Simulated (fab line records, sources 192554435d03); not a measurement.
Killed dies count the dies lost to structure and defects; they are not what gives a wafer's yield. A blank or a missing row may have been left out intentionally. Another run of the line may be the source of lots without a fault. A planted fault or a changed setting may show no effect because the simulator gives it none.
Lot-split experiment -- flow n5_finfet -- 39 wafers read from 7 lots, route of 1938 steps

ABOUT THE SPLIT
At N5_BEOL_M9_ETCH_62 (etches SOC in N2/H2, target depth 110 nm, overetch 22 nm, time 165 s), the setting time_s was moved away from the recipe's 165 s on 12 of the 39 wafers read, by -49.0% to +32.5%. For the rest of the wafers, this setting stayed at what the recipe calls for.

The split's own step is where the reading is taken.

THE READING
SiARC_of_BEOL_M9_COAT_60.thk_nm (the simulator's own value, which no gauge read), in nm, at N5_BEOL_M9_ETCH_62 (etches SOC in N2/H2, target depth 110 nm, overetch 22 nm, time 165 s). There is no usual value for it anywhere in the file. Average 23.7 nm, standard deviation 0.19 nm, over the 27 wafers here run with the recipe.

wafer,"tool, chamber at the split","time_s as run, s",against the recipe,"SiARC_of_BEOL_M9_COAT_60.thk_nm, nm",against lot-mates on the recipe
L074.2,"rie_diel-03, 1",165,recipe,23.8,-
L074.4,"rie_diel-03, 3",165,recipe,23.6,-
L074.6,"rie_diel-03, 0",165,recipe,24,-
L076.1,"rie_diel-04, 0",165,recipe,23.8,-
L076.2,"rie_diel-04, 1",165,recipe,23.6,-
L076.3,"rie_diel-04, 2",165,recipe,23.8,-
L076.6,"rie_diel-04, 2",165,recipe,23.8,-
L076.4,"rie_diel-04, 3",165,recipe,23.6,-
L076.5,"rie_diel-04, 1",165,recipe,23.4,-
L086.1,"rie_diel-01, 1",165,recipe,23.8,-
L086.2,"rie_diel-01, 2",165,recipe,23.6,-
L086.3,"rie_diel-01, 3",165,recipe,23.6,-
L086.4,"rie_diel-01, 0",165,recipe,23.2,-
L086.5,"rie_diel-01, 1",165,recipe,23.8,-
L086.6,"rie_diel-01, 0",165,recipe,23.4,-
L090.1,"rie_diel-03, 0",165,recipe,24,-
L090.2,"rie_diel-03, 3",165,recipe,23.6,-
L090.3,"rie_diel-03, 1",218.6,+32.5%,21.6,-2.2
L090.4,"rie_diel-03, 2",165,recipe,23.8,-
L090.5,"rie_diel-03, 1",218.6,+32.5%,21.8,-2.0
L090.6,"rie_diel-03, 0",218.6,+32.5%,22,-1.8
L096.1,"rie_diel-01, 1",212.9,+29.0%,22,-1.8
L096.2,"rie_diel-01, 2",165,recipe,23.8,-
L096.3,"rie_diel-01, 3",165,recipe,23.8,-
L096.4,"rie_diel-01, 0",212.9,+29.0%,21.4,-2.4
L096.5,"rie_diel-01, 1",165,recipe,23.8,-
L096.6,"rie_diel-01, 0",212.9,+29.0%,21.4,-2.4
L092.1,"rie_diel-04, 3",85.41,-48.2%,26.6,+3.1
L092.2,"rie_diel-04, 0",85.41,-48.2%,26.8,+3.3
L092.3,"rie_diel-04, 1",165,recipe,23.4,-
L092.4,"rie_diel-04, 2",85.41,-48.2%,26.8,+3.3
L092.5,"rie_diel-04, 1",165,recipe,23.6,-
L092.6,"rie_diel-04, 2",165,recipe,23.6,-
L093.1,"rie_diel-04, 3",84.12,-49.0%,26.6,+3.1
L093.2,"rie_diel-04, 1",84.12,-49.0%,26.6,+3.1
L093.3,"rie_diel-04, 0",165,recipe,23.6,-
L093.6,"rie_diel-04, 0",165,recipe,23.6,-
L093.4,"rie_diel-04, 2",84.12,-49.0%,26.8,+3.3
L093.5,"rie_diel-04, 1",165,recipe,23.4,-

FIT RESULTS
A straight line over all 39 wafers: SiARC_of_BEOL_M9_COAT_60.thk_nm changes by -0.0628 nm for each +1% of time_s; r = -0.99; the points scatter about the line by 0.21 nm.
The same after taking each lot's own level away (the mean of its wafers on the recipe; 39 wafers): -0.066 nm for each +1%; r = -0.99; scatter 0.19 nm.
Per that fit: largest time_s move, reading shift of 3.2 nm.
Measured against the standard deviation above, the lots' own levels, which go from 23.53 to 23.80 nm, span 1.4 times it.
The two slopes agree, so the slope changes little with the lot-to-lot level.
Check: +3.24 nm against its lot-mates is what the line predicts for one of the wafers moved furthest among these (-49.0%) when that wafer is left out of the fit. It came out at +3.07 nm against them.

THE OTHER SPLITS THESE WAFERS WENT THROUGH
Before the reading, these wafers also passed through other splits. Each is held against what the fit with the lots' levels taken away leaves over:
other split on the same wafers,wafers away from the commonest value,r with SiARC_of_BEOL_M9_COAT_60.thk_nm (lot level and that fit taken away)
N5_BEOL_M4_VIA_ETCH_34 target_depth_a,15,+0.45

THE WHOLE CHAIN: every reading that the file lists as answering this split, in the file's order
step,what it does,reading,change (the file's fit),r (the file's)
N5_BEOL_M9_ETCH_62,"etches SOC in N2/H2, target depth 110 nm, overetch 22 nm, time 165 s","etch.depth_nm (the simulator's own value, which no gauge read)","not straight: 66.33 at the lowest setting, 99.93 at the recipe, 99.92 at the highest",not given
N5_BEOL_M9_ETCH_62,"etches SOC in N2/H2, target depth 110 nm, overetch 22 nm, time 165 s","SiARC_of_BEOL_M9_COAT_60.thk_nm (the simulator's own value, which no gauge read)",-0.0659 nm for each +1% of the setting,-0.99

THE FILE'S OWN FIT
SiARC_of_BEOL_M9_COAT_60.thk_nm changes by -0.0659 nm for each +1% of time_s, r = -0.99.
